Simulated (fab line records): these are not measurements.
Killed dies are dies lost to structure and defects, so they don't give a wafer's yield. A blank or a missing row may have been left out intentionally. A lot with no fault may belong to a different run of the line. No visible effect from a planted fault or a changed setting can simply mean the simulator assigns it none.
Which tool is to blame? | flow nand harc | 12 lots, 36 wafers sampled, at 1 step of a route of 1302

== WHAT EACH GAUGE READ, for each wafer ==
NHARC_A_CONTACT_CD_MEAS_42 targets a cd of 300 nm.
lot  | measured     | on        | cd nm (nm)
L075 | day 21 11:47 | cd sem-01 | 300.0 300.1 300.7
L077 | day 23 04:25 | cd sem-02 | 300.2 300.2 299.7
L080 | day 23 07:20 | cd sem-01 | 300.3 300.3 300.0
L081 | day 24 10:45 | cd sem-02 | 300.0 300.4 299.7
L083 | day 25 05:05 | cd sem-01 | 300.0 300.2 299.8
L085 | day 25 20:58 | cd sem-02 | 300.2 300.0 300.5
L088 | day 26 13:44 | cd sem-02 | 300.7 300.1 300.6
L087 | day 26 19:03 | cd sem-01 | 299.4 300.2 300.1
L090 | day 27 17:09 | cd sem-01 | 300.0 299.7 299.6
L093 | day 28 21:11 | cd sem-01 | 299.2 300.2 300.4
L095 | day 30 02:08 | cd sem-02 | 300.5 300.3 300.7
L097 | day 31 03:57 | cd sem-03 | 300.8 300.7 300.3

== WHICH TOOL RAN EACH LOT (tool, then ch and the chambers of the sampled wafers, then the start) ==
No process step before these readings appears in the record.

== THE ANSWER, worked out from the rows above alone ==
Rule: what is usual is taken from the lots themselves. Put in order of their means at a reading, lots are off if they are a third of the lots or fewer, leave a main group of 4 or more, and stand apart from it by a gap of 3 or more times the standard deviation of the main group's means; of several such gaps the widest counts. The tables above print the reading to a certain number of digits; a main group whose means all agree to those digits is not used. A lot without any number at a reading at which 4 lots or more have one is off too. Where the step has rows for the other lots, those lots are counted as sound.
Across all readings shown, no lot is off: no conclusion can be drawn from this.

== WHAT HAD BEEN PUT IN BY THE SIMULATOR ==
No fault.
